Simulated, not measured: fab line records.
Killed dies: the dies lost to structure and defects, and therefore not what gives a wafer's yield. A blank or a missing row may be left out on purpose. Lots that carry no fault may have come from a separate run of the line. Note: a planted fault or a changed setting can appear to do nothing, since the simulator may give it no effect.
fab line records    flow n5-finfet
[record] lots = 9  wafers = 26  last-day = 17
route steps=1938 shown HKMG_FIN@437 BEOL_M4@1111 PASSIVATION@1936
lots with no fault: from the same line, run without faults
start-h: start of the lot's first displayed wafer, in hours after the record's first day    wait-h: hours from the lot's prior step to this one    " unchanged from the row above    L1.1+2: one row covering several wafers at once    - either no value or no given start    * or withheld: withheld    < > ~ a bound
route shown NAME@n: a module of which the file shows steps, and the number in the route of the first    usual: average and standard deviation across the fault-free wafers    same: alike in all rows    chamber/n: place in a boat    sites: readings site by site    _std_site: their standard deviation    _edge_site: inner sites' mean taken away from outer sites' mean    radius-mm: for every site, how far away it sits from the centre of the wafer    mask NAME#n: copy n    behind: the last tool/chamber to shape the wafer    hold: cause of the lot's hold/its duration in hours/its outcome    device: the transistor (n, p or np) that didn't switch    end of line: the tests these same wafers got at the end of their route    where a step has no rows: the recipe by itself    killed: dies lost to structure and defects at the first sort, not the wafer's yield    map: per-die view of a wafer (x killed, . not killed, _ where there is no die)
set.NAME: the run value of the setting; set.NAME@STEP: its run value at that earlier step    model.NAME: the simulator's own value behind a step, which no gauge read
one table for each step of the route and one row for each wafer, over a sample of lots
services: the hour from which a tool's chamber was out of use, counted from the record's first day as start-h (under 0 if before that day), plus the number of hours and why
[[steps]]
[step N5_HKMG_FIN_STRIP_34]
[recipe] chemistry = CF4  resist = SiARC  power-w = 300  bias-power-w = 75  pressure-mtorr = 50  cf4-flow-sccm = 150  rf-frequency-hz = 6e+07
[usual] cf4-flow-sccm = 150.0/0.46  drypump-motor-current-A = 5.8/0.58  oes-product-au = 0.78/0.064  rf-vpp-V = 271.1/1.5  showerhead-plenum-p-Torr = 1.79/0.056  throttle-valve-pct = 13.58/0.23
lot.wafer  tool         chamber  start-h  wait-h  cf4-flow-sccm  drypump-motor-current-A  oes-product-au  rf-hours-counter-h  rf-vpp-V  showerhead-plenum-p-Torr  throttle-valve-pct
L464.2     rie-diel-06  3        75.62    0.0     150.0          4.9                      0.83            54                  271.0     1.82                      13.51
L464.5     "            2        "        "       149.2          6.0                      0.75            -                   269.1     1.73                      13.40
L464.6     "            3        "        "       150.7          4.9                      0.83            -                   270.6     1.82                      13.50
L465.3     rie-diel-04  0        84.11    0.0     149.3          6.5                      0.70            212                 270.2     1.78                      13.80
L465.4     "            3        "        "       150.0          6.0                      0.90            16                  272.6     1.91                      13.34
L465.5     "            1        "        "       150.2          5.9                      0.68            -                   272.2     1.77                      13.89
L471.1     rie-diel-04  3        116.50   0.0     150.3          6.0                      0.88            31                  275.2     1.91                      13.37
L471.4     "            0        "        "       149.9          6.5                      0.69            -                   271.3     1.78                      13.81
L471.6     "            2        "        "       149.3          5.8                      0.85            -                   272.4     1.75                      13.44
L474.3     rie-diel-02  1        135.26   0.0     149.7          5.5                      0.70            199                 272.3     1.85                      13.85
L474.5     "            3        "        "       149.0          5.1                      0.68            -                   270.0     1.77                      14.05
L474.6     "            0        "        "       150.0          5.2                      0.90            -                   271.2     1.75                      13.02
L475.2     rie-diel-04  3        146.04   0.0     149.6          6.0                      0.84            43                  272.7     1.90                      13.40
L475.4     "            1        "        "       149.9          6.0                      0.67            -                   268.9     1.76                      13.91
L475.6     "            2        "        "       150.2          5.9                      0.84            -                   270.7     1.74                      13.48
L477.1     rie-diel-06  1        153.01   0.0     149.8          5.7                      0.75            130                 272.5     1.86                      13.82
L477.2     "            0        "        "       149.7          6.8                      0.78            104                 269.9     1.74                      13.36
L478.2     rie-diel-06  3        162.90   0.0     150.0          4.9                      0.79            85                  272.2     1.81                      13.57
L478.3     "            1        "        "       150.7          5.7                      0.74            135                 271.5     1.86                      13.84
L478.5     "            2        "        "       150.7          5.9                      0.73            -                   269.7     1.72                      13.48
L484.2     rie-diel-04  2        201.16   0.0     150.2          5.8                      0.81            80                  269.8     1.74                      13.54
L484.3     "            1        "        "       149.5          5.9                      0.93            12                  271.0     1.76                      13.39
L484.4     "            2        "        "       150.0          5.8                      0.81            -                   269.6     1.74                      13.55
L486.2     rie-diel-06  3        212.32   0.0     149.6          4.9                      0.77            106                 270.9     1.80                      13.63
L486.3     "            1        "        "       150.6          5.7                      0.73            155                 272.2     1.85                      13.90
L486.6     "            0        "        "       149.6          6.8                      0.77            -                   272.0     1.74                      13.40
[step N5_HKMG_FIN_ETCH_67]
[recipe] chemistry = N2/H2  target = SOC  target-depth-a = 3889  stop-on = TiN  ion-energy-ev = 100  bias-w = 61  pressure-mtorr = 30  source-w = 850  n2-flow-sccm = 200  h2-flow-sccm = 200
[usual] drypump-motor-current-A = 5.8/0.58  h2-flow-sccm = 200.0/0.63  oes-product-au = 0.78/0.086  rf-vpp-V = 240.7/1.2  showerhead-plenum-p-Torr = 2.55/0.076  throttle-valve-pct = 17.89/0.29
lot.wafer  tool         chamber  start-h  wait-h  drypump-motor-current-A  h2-flow-sccm  oes-product-au  rf-hours-counter-h  rf-vpp-V  showerhead-plenum-p-Torr  throttle-valve-pct
L464.2     rie-diel-02  0        77.81    -       5.3                      200.1         0.66            247                 240.4     2.51                      17.84
L464.5     "            3        "        "       5.1                      200.2         0.69            -                   239.8     2.54                      18.37
L464.6     "            0        "        "       5.2                      200.1         0.66            -                   240.8     2.51                      17.86
L465.3     rie-diel-06  2        86.36    -       5.9                      200.3         0.74            127                 238.0     2.45                      17.57
L465.4     "            3        "        "       4.9                      201.3         0.83            59                  240.4     2.59                      17.96
L465.5     "            2        "        "       5.9                      199.4         0.74            -                   239.1     2.45                      17.59
L471.1     rie-diel-02  3        118.61   -       5.1                      199.3         0.68            204                 240.5     2.53                      18.41
L471.4     "            0        "        "       5.2                      199.6         0.92            -                   239.5     2.50                      17.47
L471.6     "            3        "        "       5.1                      199.6         0.67            -                   240.3     2.53                      18.42
L474.3     rie-diel-04  3        137.43   -       6.0                      199.9         0.85            40                  243.6     2.70                      17.66
L474.5     "            0        "        "       6.5                      200.5         0.69            -                   238.6     2.50                      17.89
L474.6     "            1        "        "       6.0                      200.3         0.67            -                   240.7     2.50                      18.06
L475.2     rie-diel-02  1        148.15   -       5.5                      199.6         0.70            205                 240.8     2.64                      18.13
L475.4     "            3        "        "       5.1                      200.1         0.67            218                 241.8     2.52                      18.44
L475.6     "            1        "        "       5.5                      199.5         0.70            -                   241.6     2.64                      18.13
L477.1     rie-diel-06  0        155.17   -       6.8                      199.6         0.78            104                 238.5     2.46                      17.51
L477.2     "            3        "        "       4.9                      199.7         0.80            82                  241.9     2.58                      17.99
L478.2     rie-diel-04  2        165.19   -       5.9                      200.3         0.82            64                  240.2     2.47                      17.85
L478.3     "            0        "        "       6.5                      200.9         0.67            240                 240.3     2.50                      17.91
L478.5     "            3        "        "       6.0                      198.8         0.85            -                   242.8     2.69                      17.67
L484.2     rie-diel-06  0        203.60   -       6.9                      200.0         0.76            118                 239.0     2.45                      17.52
L484.3     "            1        "        "       5.7                      199.9         0.73            152                 242.0     2.65                      18.22
L484.4     "            3        "        "       4.9                      200.0         0.78            103                 240.5     2.57                      18.05
L486.2     rie-diel-02  2        214.64   -       6.5                      200.9         0.82            95                  241.7     2.57                      17.96
L486.3     "            3        "        "       5.1                      200.0         0.64            237                 240.5     2.51                      18.47
L486.6     "            2        "        "       6.5                      199.0         0.81            -                   240.9     2.57                      17.96
[step N5_HKMG_FIN_ETCHBACK_68]
[recipe] chemistry = Cl2/Ar  stop-on = HfO2  target-depth-a = 5  pressure-mtorr = 10  icp-w = 600  bias-w = 60  Cl2_flow_sccm = 40  Ar_flow_sccm = 60
[usual] drypump-motor-current-A = 5.9/0.41  oes-product-au = 0.77/0.11  throttle-valve-pct = 20.82/0.13
lot.wafer  tool          chamber  start-h  wait-h  drypump-motor-current-A  oes-product-au  rf-hours-counter-h  throttle-valve-pct
L464.2     rie-metal-02  0        78.02    0.0     6.2                      0.85            14                  20.96
L464.5     "             0        "        "       6.1                      0.85            -                   20.96
L464.6     "             1        "        "       6.0                      0.84            -                   20.69
L465.3     rie-metal-02  1        86.63    0.1     6.0                      0.83            -                   20.69
L465.4     "             0        "        "       6.2                      0.86            -                   20.95
L465.5     "             0        "        "       6.2                      0.86            -                   20.95
L471.1     rie-metal-03  0        118.83   0.0     5.1                      0.94            1                   20.91
L471.4     "             1        "        "       6.0                      0.73            -                   20.78
L471.6     "             0        "        "       5.1                      0.94            -                   20.90
L474.3     rie-metal-01  0        137.69   0.1     6.2                      0.72            -                   20.70
L474.5     "             0        "        "       6.2                      0.72            -                   20.69
L474.6     "             1        "        "       5.3                      0.59            -                   21.01
L475.2     rie-metal-03  0        148.37   0.0     5.1                      0.92            3                   20.90
L475.4     "             1        "        "       6.0                      0.72            -                   20.79
L475.6     "             0        "        "       5.1                      0.92            -                   20.91
L477.1     rie-metal-01  1        155.39   0.0     5.4                      0.58            130                 20.99
L477.2     "             0        "        "       6.2                      0.72            64                  20.71
L478.2     rie-metal-02  0        165.41   0.0     6.2                      0.82            22                  20.97
L478.3     "             0        "        "       6.2                      0.82            -                   20.97
L478.5     "             1        "        "       6.1                      0.80            -                   20.71
L484.2     rie-metal-02  1        203.84   0.0     6.0                      0.80            29                  20.72
L484.3     "             0        "        "       6.2                      0.81            -                   21.00
L484.4     "             1        "        "       6.0                      0.80            -                   20.72
L486.2     rie-metal-01  0        214.86   0.0     6.2                      0.71            69                  20.72
L486.3     "             1        "        "       5.3                      0.96            -                   20.73
L486.6     "             1        "        "       5.3                      0.95            -                   20.74
[step N5_HKMG_FIN_ALD_72]
[recipe] material = W  target-thk-a = 20  temp-c = 300  pressure-torr = 7.5  ald-precursor-family = WF6  ald-co-reactant = B2H6  pulse-time-s = 1  purge-time-s = 2  co-reactant-purge-time-s = 2  co-reactant-pulse-time-s = 3  ald-cycles = 7
[usual] ald-cycles = 7/0  chamber-pressure-Torr = 7.502/0.014  heater-power-w = 474/52  precursor-pulse-height-rel = 0.999/0.021
[same] pulse-time-s = 1
lot.wafer  tool      chamber  start-h  wait-h  ald-cycles  chamber-pressure-Torr  heater-power-w  precursor-pulse-height-rel  since-wet-clean-h
L464.2     cvd-w-02  0        78.91    0.2     7           7.491                  377             0.950                       247
L464.5     "         1        "        "       7           7.505                  482             0.990                       -
L464.6     "         0        "        "       7           7.489                  375             1.022                       -
L465.3     cvd-w-01  0        87.49    0.2     7           7.467                  491             1.036                       -
L465.4     "         1        "        "       7           7.508                  508             0.992                       -
L465.5     "         0        "        "       7           7.486                  508             1.036                       -
L471.1     cvd-w-02  0        119.72   0.2     7           7.496                  383             0.985                       288
L471.4     "         1        "        "       7           7.503                  494             1.021                       -
L471.6     "         0        "        "       7           7.499                  377             1.023                       -
L474.3     cvd-w-01  0        138.59   0.2     7           7.502                  504             1.016                       -
L474.5     "         1        "        "       7           7.493                  521             1.010                       -
L474.6     "         0        "        "       7           7.490                  492             1.005                       -
L475.2     cvd-w-02  1        149.26   0.2     7           7.487                  477             0.983                       317
L475.4     "         1        "        "       7           7.499                  483             0.981                       -
L475.6     "         1        "        "       7           7.478                  485             0.981                       -
L477.1     cvd-w-01  0        156.28   0.2     7           7.511                  506             1.045                       838
L477.2     "         1        "        "       9           7.498                  521             0.987                       838
L478.2     cvd-w-01  1        166.30   0.2     9           7.525                  513             0.948                       848
L478.3     "         0        "        "       7           7.515                  498             1.029                       -
L478.5     "         1        "        "       7           7.539                  527             1.016                       -
L484.2     cvd-w-02  1        204.73   0.2     7           7.523                  469             1.005                       373
L484.3     "         1        "        "       7           7.494                  493             0.996                       -
L484.4     "         0        "        "       7           7.491                  375             0.984                       -
L486.2     cvd-w-02  1        215.75   0.2     7           7.509                  482             1.006                       384
L486.3     "         1        "        "       7           7.494                  478             0.972                       -
L486.6     "         0        "        "       7           7.511                  384             1.015                       -
[step N5_BEOL_M4_RC_MEAS_101]
[usual] DIBL_N = 36.3/1  DIBL_P = 36.2/1.4  IOFF_N = 0.157/0.021  IOFF_P = 0.206/0.025  ION_N = 673/9  ION_P = 461/6.4  SS_N = 71.5/0.5  SS_P = 73.2/0.47  VT_N = 249.9/2.4  VT_P = -250.6/2.9
lot.wafer  tool       chamber  start-h  wait-h  DIBL_N[mV/V]  DIBL_P[mV/V]  IOFF_N[nA/um]  IOFF_P[nA/um]  ION_N[uA/um]  ION_P[uA/um]  SS_N[mV/dec]  SS_P[mV/dec]  VT_N[mV]  VT_P[mV]
L464.2     prober-01  0        168.26   0.2     35.0          35.5          0.131          0.174          674           456           71.2          72.7          252.7     -254.4
L464.5     "          0        "        "       35.3          34.7          0.128          0.170          664           452           71.7          73.0          252.4     -255.1
L464.6     "          0        "        "       35.6          35.7          0.131          0.179          665           456           70.8          72.5          254.0     -254.1
L465.3     prober-01  0        173.55   0.3     35.3          34.4          0.136          0.177          671           462           70.8          73.1          250.8     -251.1
L465.4     "          0        "        "       37.3          37.2          0.170          0.217          682           467           71.2          74.0          248.2     -250.9
L465.5     "          0        "        "       34.9          34.2          0.129          0.175          668           461           70.1          73.2          250.4     -252.8
L471.1     prober-01  0        205.76   0.0     37.1          38.0          0.200          0.260          676           464           72.4          74.0          247.1     -247.2
L471.4     "          0        "        "       36.2          37.4          0.189          0.241          673           463           71.8          73.5          246.8     -248.0
L471.6     "          0        "        "       36.3          37.1          0.183          0.251          676           465           71.9          74.3          249.2     -246.9
L474.3     prober-02  0        215.13   0.3     35.7          34.6          0.132          0.177          668           458           71.7          72.9          250.7     -251.9
L474.5     "          0        "        "       37.5          36.7          0.153          0.205          664           458           71.8          73.6          251.9     -251.3
L474.6     "          0        "        "       35.7          34.4          0.135          0.174          659           456           71.9          72.6          251.5     -251.5
L475.2     prober-01  0        234.04   0.2     36.5          35.9          0.161          0.207          675           461           71.6          72.9          248.3     -252.3
L475.4     "          0        "        "       35.9          35.9          0.152          0.208          670           465           71.8          72.8          250.5     -248.5
L475.6     "          0        "        "       35.5          35.2          0.155          0.199          674           469           71.9          72.5          249.1     -248.3
L477.1     prober-01  0        247.18   0.0     33.5          32.4          0.125          0.165          663           447           71.0          73.2          252.8     -254.5
L477.2     "          0        "        "       35.0          34.8          0.146          0.197          674           465           71.1          72.9          250.0     -252.0
L478.2     prober-01  0        251.95   0.2     36.6          36.7          0.187          0.259          685           470           71.7          73.0          247.2     -244.2
L478.3     "          0        "        "       36.8          36.7          0.202          0.271          687           475           71.7          72.9          243.5     -244.8
L478.5     "          0        "        "       36.1          34.8          0.169          0.233          682           471           71.1          72.7          247.3     -248.5
L484.2     prober-01  0        287.29   0.8     35.8          36.5          0.162          0.227          680           469           71.4          74.0          245.4     -247.4
L484.3     "          0        "        "       34.6          35.0          0.136          0.198          670           467           71.5          72.7          251.9     -251.0
L484.4     "          0        "        "       35.3          35.7          0.152          0.210          677           468           71.4          73.7          251.6     -245.4
L486.2     prober-02  0        301.82   0.2     37.8          38.4          0.180          0.230          674           462           71.7          74.2          248.4     -251.4
L486.3     "          0        "        "       35.6          35.6          0.145          0.187          664           457           72.1          72.9          251.5     -251.2
L486.6     "          0        "        "       33.4          32.3          0.106          0.148          663           455           70.7          72.3          255.4     -255.0
[step N5_PASSIVATION_PROBE_49]
[usual] defect-limited-yield = 91.1/1.3  killed_at_M0_to_M3 = 36/10  killed_at_M4_up = 14/4.4  killed-at-contacts = 14/5.7  killed-at-front-end = 39/9.4  killed-at-other = 2.9/2.6  killed-dies = 105/15  killed-open = 70/12  killed-short = 34/7.1  sort_bin_5_function = 5.3/0.77  sort_bin_6_memory = 3.3/0.66  sort-n-pass = 1075/15  sort-yield-pct = 91.1/1.3
[same] gross-dies = 1180  killed-at-back-side = 0  sort_bin_4_leakage[%] = 0  sort_bin_8_speed[%] = 0
lot.wafer  tool       chamber  start-h  wait-h  defect-limited-yield[%]  killed_at_M0_to_M3  killed_at_M4_up  killed-at-contacts  killed-at-front-end  killed-at-other  killed-dies  killed-open  killed-short  sort_bin_5_function[%]  sort_bin_6_memory[%]  sort-n-pass  sort-yield-pct[%]
L477.1     prober-01  -        345.64   0.0     91.9                     37                  11               7                   38                   3                96           65           31            3.9                     3.9                   1084         91.9
// killed by level:class
L477.1 STI_FIN_REVEAL:geometric-particle:open=13 BEOL_M2:geometric-particle:open=9 BEOL_M3:geometric-particle:open=9 BEOL_M2:geometric-particle:short=6 GATE_CUT:geometric-particle:short=5 MOL_CONTACT_COAG:geometric-particle:open=5 FIN_SAQP:geometric-particle:open=4 DUMMY_GATE:geometric-particle:open=4
[[services]]
tool          chamber  start-h  hours  kind
cvd-w-02      -        54.83    1.6    repair
rie-metal-01  -        63.09    0.2    repair
cvd-w-01      -        66.72    0.3    repair
cvd-w-02      0        67.08    5.1    repair
cvd-w-02      1        70.56    6.2    repair
rie-metal-02  1        90.75    5.9    repair
rie-diel-04   0        96.47    9.4    repair
cvd-w-01      -        103.60   1.7    repair
rie-diel-04   1        108.49   18.2   repair
cvd-w-01      1        111.57   13.5   repair
rie-metal-03  0        119.15   5.4    repair
cvd-w-01      -        127.84   0.4    repair
rie-diel-04   1        151.30   -      clean
rie-diel-04   1        151.30   -      consumable-replace:focus-ring
rie-diel-04   1        151.30   20.6   scheduled-down
rie-diel-04   1        151.30   20.6   vent-cycle
rie-diel-06   2        154.30   2.7    repair
rie-metal-01  -        175.05   14.6   pm
rie-diel-02   -        187.98   14.6   pm
rie-diel-04   0        191.11   -      clean
rie-diel-04   0        191.11   -      consumable-replace:focus-ring
rie-diel-04   0        191.11   17.0   scheduled-down
rie-diel-04   0        191.11   17.0   vent-cycle
rie-diel-04   1        209.25   5.5    repair
[[key]]
[first-sign] step = N5_HKMG_FIN_ALD_72  reading = ald-cycles  direction = up  sigmas = 99+  usual = *  struck = *
effect none on later readings
met-at N5_HKMG_FIN_ALD_72
struck-lots L477,L478
struck-wafers L477.2,L478.2
not-acting-at N5_HKMG_FIN_STRIP_34,N5_HKMG_FIN_ETCH_67,N5_HKMG_FIN_ETCHBACK_68
onset-between 138.59 156.28
[fault] kind = process-parameter-drift  tool = cvd-w-01  chamber = -  onset-h = 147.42  steps = N5_HKMG_FIN_ALD_72  channel = ald-cycles  offset = *  shape = step  end-h = 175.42  scope = struck-wafers-only  stated = *
